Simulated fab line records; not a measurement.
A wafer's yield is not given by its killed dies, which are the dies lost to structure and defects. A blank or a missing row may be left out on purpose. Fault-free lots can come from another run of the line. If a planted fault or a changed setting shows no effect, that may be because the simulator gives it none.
Split-lot study | flow n5Finfet | 21 wafers read across 7 lots, on a route 1938 steps long

## ON THE SPLIT
At N5_BEOL_M7_TRENCH_ETCH_37 (etches SiCOH lowk in C4F6/O2, target depth 93.478 nm, time 31.2 s), the setting timeS was moved away from the recipe's 31.2 s on 8 of the 21 wafers read, by -18.6% to +16.8%. All remaining wafers had this setting at the recipe value.

The reading is taken at the split's own step.

## THE READING
etch.depthNm (the simulator's own value, which no gauge read), in nm, at N5_BEOL_M7_TRENCH_ETCH_37 (etches SiCOH lowk in C4F6/O2, target depth 93.478 nm, time 31.2 s). The file does not state a usual value for it. The 13 wafers here that ran the recipe average 94.57 nm, standard deviation 2.3 nm.

wafer  | tool, chamber at the split | timeS as run, s | against the recipe | etch.depthNm, nm | against lot-mates on the recipe
L074.1 | rieDiel-01, 3              | 26.41           | -15.4%             | 79.79            | no lot-mate on the recipe
L074.3 | rieDiel-01, 1              | 26.41           | -15.4%             | 82.9             | no lot-mate on the recipe
L074.5 | rieDiel-01, 2              | 26.41           | -15.4%             | 78.14            | no lot-mate on the recipe
L077.3 | rieDiel-04, 1              | 31.2            | recipe             | 96.46            | -
L077.4 | rieDiel-04, 2              | 31.2            | recipe             | 96.52            | -
L077.6 | rieDiel-04, 3              | 36.43           | +16.8%             | 106.2            | +9.71
L080.2 | rieDiel-04, 3              | 31.2            | recipe             | 91.35            | -
L080.4 | rieDiel-04, 1              | 31.2            | recipe             | 96.23            | -
L080.6 | rieDiel-04, 0              | 31.2            | recipe             | 95.88            | -
L082.1 | rieDiel-01, 2              | 31.2            | recipe             | 91.24            | -
L082.2 | rieDiel-01, 1              | 31.2            | recipe             | 97.34            | -
L082.6 | rieDiel-01, 1              | 29.19           | -6.4%              | 91.37            | -2.92
L084.2 | rieDiel-04, 2              | 31.2            | recipe             | 96.17            | -
L084.4 | rieDiel-04, 3              | 31.2            | recipe             | 91.4             | -
L084.6 | rieDiel-04, 0              | 25.4            | -18.6%             | 77.3             | -16.48
L091.2 | rieDiel-04, 1              | 31.2            | recipe             | 95.42            | -
L091.3 | rieDiel-04, 2              | 31.2            | recipe             | 94.82            | -
L091.4 | rieDiel-04, 3              | 31.2            | recipe             | 90.84            | -
L094.1 | rieDiel-04, 2              | 32.98           | +5.7%              | 101.6            | +5.91
L094.2 | rieDiel-04, 1              | 31.2            | recipe             | 95.69            | -
L094.3 | rieDiel-04, 0              | 32.98           | +5.7%              | 100.6            | +4.91

THE FIT
A straight line over all 21 wafers: etch.depthNm changes by +0.88 nm for each +1% of timeS; r = +0.95; the points scatter about the line by 2.3 nm.
The same after taking each lot's own level away (the mean of its wafers on the recipe; 18 wafers): +0.75 nm for each +1%; r = +0.92; scatter 2.2 nm.
The reading moves by 14 nm for the largest change in timeS, on that fit.
The span of the lots' own levels, 93.693 to 96.490 nm, comes to 1.2 times the standard deviation stated above.
Hence the slope depends on the lot-to-lot level, as the two fits are not the same.
Check: -11.2 nm against its lot-mates is what the line predicts for one of the wafers moved furthest among these (-18.6%) when that wafer is left out of the fit. It came out at -16.5 nm against them.

## OTHER SPLITS ON THESE WAFERS
These wafers also went through other splits before the reading. Each is held against what the fit with the lots' levels taken away leaves over:
other split on the same wafers  | wafers away from the commonest value | r with etch.depthNm (lot level and that fit taken away)
N5_BEOL_M0_SAQP_PEB_12 pebTimeS | 6                                    | +0.32
N5_BEOL_M0_ETCH_109 biasW       | 6                                    | +0.06
N5_BEOL_M2_TRENCH_ETCH_37 biasW | 11                                   | +0.09
N5_BEOL_M3_EXPOSE_08 doseMj     | 8                                    | -0.28
N5_BEOL_M4_COAT_61 spinRpm      | 9                                    | +0.05
N5_BEOL_M4_DESCUM_16 timeS      | 7                                    | -0.26
N5_BEOL_M5_COAT_05 spinRpm      | 8                                    | +0.04

## THE WHOLE CHAIN: every reading that the file lists as answering this split, in the file's order
step                      | what it does                                                      | reading                                                                 | change (the file's fit)               | r (the file's)
N5_BEOL_M7_TRENCH_ETCH_37 | etches SiCOH lowk in C4F6/O2, target depth 93.478 nm, time 31.2 s | BEOL_M7.featureDepthNm (the simulator's own value, which no gauge read) | +0.744 nm for each +1% of the setting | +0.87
N5_BEOL_M7_TRENCH_ETCH_37 | etches SiCOH lowk in C4F6/O2, target depth 93.478 nm, time 31.2 s | etch.depthNm (the simulator's own value, which no gauge read)           | +0.74 nm for each +1% of the setting  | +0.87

## THE FILE'S OWN FIT
etch.depthNm changes by +0.74 nm for each +1% of timeS, r = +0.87.
